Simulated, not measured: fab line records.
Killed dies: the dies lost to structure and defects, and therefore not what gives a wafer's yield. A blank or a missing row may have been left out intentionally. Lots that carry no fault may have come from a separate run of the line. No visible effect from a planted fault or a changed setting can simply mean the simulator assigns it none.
A lot that was struck, set against a sound lot -- flow nand harc -- 14 steps out of a route of 1302
Sound: wafers L301.1, L301.4, L301.5. Wafers struck: L317.1, L317.3, L317.4. Last of all comes the cause.
Per side, at each step with rows, come the tool, then ch with its chambers, and then its first start. Under that, the readings that differ: sound wafers -- struck wafers -- difference of the means -- sigmas: that difference in standard deviations of wafers without a fault.
alike: readings whose means differ by less than 2 such deviations, and words and numbers that are the same on both sides. not compared: withheld readings, readings that some wafer has no value for, bounds like >300 that may hide the same value, and numbers for which the record gives no deviation and whose values overlap.
The two part at a step that has a row with sigmas, a row that says differs or no value, or rows on one side only. Numbers that have no deviation but don't overlap get no sigmas and don't part them. A reading that every wafer of one side lacks parts them only if that side has two wafers or more.

first, 1 step without rows for these wafers: NHARC_A_CHANNEL_HOLE_D2_ETCH_38 (etches the open film in CF4, target depth 39 nm, time 65 s).
NHARC_A_CHANNEL_HOLE_D2_ETCH_39: etches the open film in N2/H2, target depth 260 nm, time 325 s.
  sound on rie diel-03 ch 2,3; struck on rie diel-11 ch 0,2,3
  alike: bias w, chamber pressure mTorr, drypump motor current A, h2 flow sccm, oes product au, rf vpp V, showerhead plenum p Torr, throttle valve pct
  not compared: rf hours counter h
then, 1 step without rows for these wafers: NHARC_A_CHANNEL_HOLE_D2_ETCH_34 (etches the open film in CF4/CHF3, target depth 154 nm, time 77 s).
NHARC_A_CHANNEL_HOLE_D2_ETCH_16: etches the open film in O2/COS, target depth 3100 nm, time 806 s.
  sound on rie diel-03 ch 0,1,3; struck on rie diel-11 ch 0,2,3
  alike: bias w, chamber pressure mTorr, drypump motor current A, oes product au, rf vpp V, showerhead plenum p Torr, throttle valve pct
  not compared: rf hours counter h
NHARC_A_CHANNEL_HOLE_D2_CD_MEAS_18:
  sound on cd sem-03, day 14 00:41; struck on cd sem-02, day 20 07:43
  alike: cd nm
then, 1 step without rows for these wafers: NHARC_A_CHANNEL_HOLE_D2_ETCH_19 (etches the open film in C4F8/O2/Ar, time 34.5 s).
NHARC_A_CHANNEL_HOLE_D2_ETCH_20: etches the open film in C4F8/O2/Ar, time 361.9 s, target depth 1600 nm.
  sound on har etch-02 ch 0,1, day 14 04:17; struck on har etch-02 ch 0,1, day 20 08:55
  alike: c4f8 flow sccm, chamber pressure mTorr, drypump motor current A, oes air line au, showerhead plenum p Torr, throttle valve pct
  not compared: rf hours counter h
then, 2 steps without rows for these wafers: NHARC_A_CHANNEL_HOLE_D2_ETCH_21 (etches the open film in C4F8/O2/Ar, time 514.3 s, target depth 1600 nm); NHARC_A_CHANNEL_HOLE_D2_ETCH_22 (etches the open film in C4F8/O2/Ar, time 666.7 s, target depth 1600 nm).
NHARC_A_CHANNEL_HOLE_D2_ETCH_23: etches the open film in C4F8/O2/Ar, time 819 s, target depth 1600 nm.
  sound on har etch-02 ch 0,1, day 14 05:36; struck on har etch-02 ch 0,1, day 20 10:19
  alike: c4f8 flow sccm, chamber pressure mTorr, drypump motor current A, oes air line au, showerhead plenum p Torr, throttle valve pct
  not compared: rf hours counter h
then, 1 step without rows for these wafers: NHARC_A_CHANNEL_HOLE_D2_ETCH_24 (etches the open film in C4F8/O2/Ar, time 906.2 s, target depth 1500 nm).
NHARC_A_CHANNEL_HOLE_D2_ETCH_25: etches the open film in C4F8/O2/Ar, time 1040.2 s, target depth 1500 nm.
  sound on har etch-02 ch 0,1, day 14 07:05; struck on har etch-02 ch 0,1, day 20 11:48
  alike: c4f8 flow sccm, chamber pressure mTorr, drypump motor current A, oes air line au, showerhead plenum p Torr, throttle valve pct
  not compared: rf hours counter h
NHARC_A_CHANNEL_HOLE_D2_ETCH_26: etches the open film in C4F8/O2/Ar, time 224.1 s, target depth 300 nm.
  sound on har etch-02 ch 0,1, day 14 07:58; struck on har etch-02 ch 0,1, day 20 12:34
  no value came back on the struck wafers for any of 6 readings (bias v (V), c4f8 flow sccm (sccm) and others); on the sound wafers bias v (V) reads 303 303 300
  not compared: rf hours counter h
then, 1 step without rows for these wafers: NHARC_A_CHANNEL_HOLE_D2_ETCH_27 (etches the open film in C4F8/O2/Ar, time 90 s, target depth 400 nm).

== WHERE THEY PART ==
Only at NHARC_A_CHANNEL_HOLE_D2_ETCH_26, within this record.

WHY: the cause the simulator had injected
Whole step skipped at NHARC_A_CHANNEL_HOLE_D2_ETCH_26 on har etch-02, starting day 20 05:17. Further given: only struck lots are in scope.
